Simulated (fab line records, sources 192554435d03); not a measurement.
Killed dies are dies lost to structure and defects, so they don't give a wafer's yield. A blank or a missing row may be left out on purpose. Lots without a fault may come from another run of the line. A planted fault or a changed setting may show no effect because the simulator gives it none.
A struck lot beside a sound one | flow n5_finfet | 15 steps out of a route of 1938
Sound: wafers L917.2, L917.4, L917.5. Struck: wafer L913.1. (L913.6 of the same lot was not struck and is left out.) The cause comes at the end.
At each step with rows: each side's tool, then ch and its chambers, then its first start. Under that, the readings that differ: sound wafers | struck wafers | difference of the means | sigmas: that difference in standard deviations of wafers without a fault.
alike: readings whose means differ by less than 2 such deviations, and words and numbers that are the same on both sides. not compared: withheld readings, readings that some wafer has no value for, bounds like >300 that may hide the same value, and numbers for which the record gives no deviation and whose values overlap.
The two part at a step that has a row with sigmas, a row that says differs or no value, or rows on one side only. Numbers that don't overlap but have no deviation are shown without sigmas and don't part them. A reading that every wafer of one side lacks parts them only if that side has two wafers or more.

first, 2 steps without rows for these wafers: N5_BEOL_M2_DESCUM_33 (chemistry O2, time 7 s); N5_BEOL_M2_ETCH_77 (etches underlayer in N2/H2, target depth 6.5 nm, time 5.2 s).
N5_BEOL_M2_ETCH_69: etches SiARC in CF4, target depth 15.6 nm, time 26 s.
  sound on rie_diel-05 ch 1,2, day 10 21:05; struck on rie_diel-01 ch 3, day 10 13:29
  alike: drypump_motor_current_A, etch_rf_on_time_s, oes_product_au, rf_vpp_V, showerhead_plenum_p_Torr, throttle_valve_pct
  not compared: rf_hours_counter_h
N5_BEOL_M2_ALD_98: deposits SiO2, target thk 2.5 nm, pulse time 1 s, co reactant pulse time 1 s.
  sound on ald_sin-04 ch 0,2, day 10 21:11; struck on ald_sin-04 ch 2, day 10 13:34
  reading                  | sound    | struck | difference | sigmas
  heater_power_outer_w (W) | 31 51 31 | 49     | +11        | +2
  alike: heater_power_w, precursor_pulse_height_rel
then, 1 step without rows for these wafers: N5_BEOL_M2_ETCHBACK_99 (etches SiO2 in CHF3, target depth 5 nm, time 10.4 s).
N5_BEOL_M2_ETCH_70: etches SOC in N2/H2, target depth 80 nm, overetch 24 nm, time 130 s.
  sound on rie_diel-06 ch 0,2,3, day 11 03:41; struck on rie_diel-01 ch 2, day 10 15:20
  alike: drypump_motor_current_A, oes_product_au, rf_vpp_V, showerhead_plenum_p_Torr, throttle_valve_pct
  not compared: rf_hours_counter_h
then, 4 steps without rows for these wafers: N5_BEOL_M2_STRIP_71 (strips in N2/H2); N5_BEOL_M2_STRIP_78 (strips in N2/H2); N5_BEOL_M2_VIA_ETCH_34 (etches the open film in C4F6/O2, target depth 69.4 nm, time 65.9 s); N5_BEOL_M2_STRIP_83 (strips in C4F6/O2).
N5_BEOL_M2_STRIP_36: strips in N2/H2.
  sound on rie_diel-06 ch 0,2,3, day 11 03:52; struck on rie_diel-01 ch 2, day 10 15:31
  alike: drypump_motor_current_A, oes_product_au, rf_vpp_V, showerhead_plenum_p_Torr, throttle_valve_pct
  not compared: rf_hours_counter_h
then, 1 step without rows for these wafers: N5_BEOL_M2_TRENCH_ETCH_37 (etches SiOC in C4F6/O2, target depth 55.555 nm, time 29.2 s).
N5_BEOL_M2_ETCH_41: etches SiCN in CH3F/O2, target depth 29.9 nm, time 52.5 s.
  sound on rie_diel-06 ch 0,2,3, day 11 03:56; struck on rie_diel-01 ch 2, day 10 15:35
  reading                  | sound             | struck | difference | sigmas
  model.etch.depth_nm (nm) | 19.85 19.73 19.16 | 16.37  | -3.21      |
  alike: drypump_motor_current_A, oes_product_au, rf_vpp_V, showerhead_plenum_p_Torr, throttle_valve_pct
  not compared: rf_hours_counter_h
N5_BEOL_M2_STRIP_97: strips in N2/H2, time 10 s.
  sound on rie_diel-06 ch 0,2,3; struck on rie_diel-01 ch 2
  alike: drypump_motor_current_A, oes_product_au, rf_vpp_V, showerhead_plenum_p_Torr, throttle_valve_pct
  not compared: rf_hours_counter_h
N5_BEOL_M4_RC_MEAS_101:
  sound on prober-01 ch 0, day 12 12:02; struck on prober-01 ch 0, day 11 11:40
  reading       | sound          | struck | difference | sigmas
  SS_N (mV/dec) | 71.2 70.9 71.2 | 72.2   | +1.1       | +2
  alike: DIBL_N, DIBL_P, IOFF_N, IOFF_P, ION_N, ION_P, SS_P, VT_N, VT_P

WHERE THEY PART
First at N5_BEOL_M2_ALD_98; last, within this record, at N5_BEOL_M4_RC_MEAS_101.

WHY: what the simulator had put in
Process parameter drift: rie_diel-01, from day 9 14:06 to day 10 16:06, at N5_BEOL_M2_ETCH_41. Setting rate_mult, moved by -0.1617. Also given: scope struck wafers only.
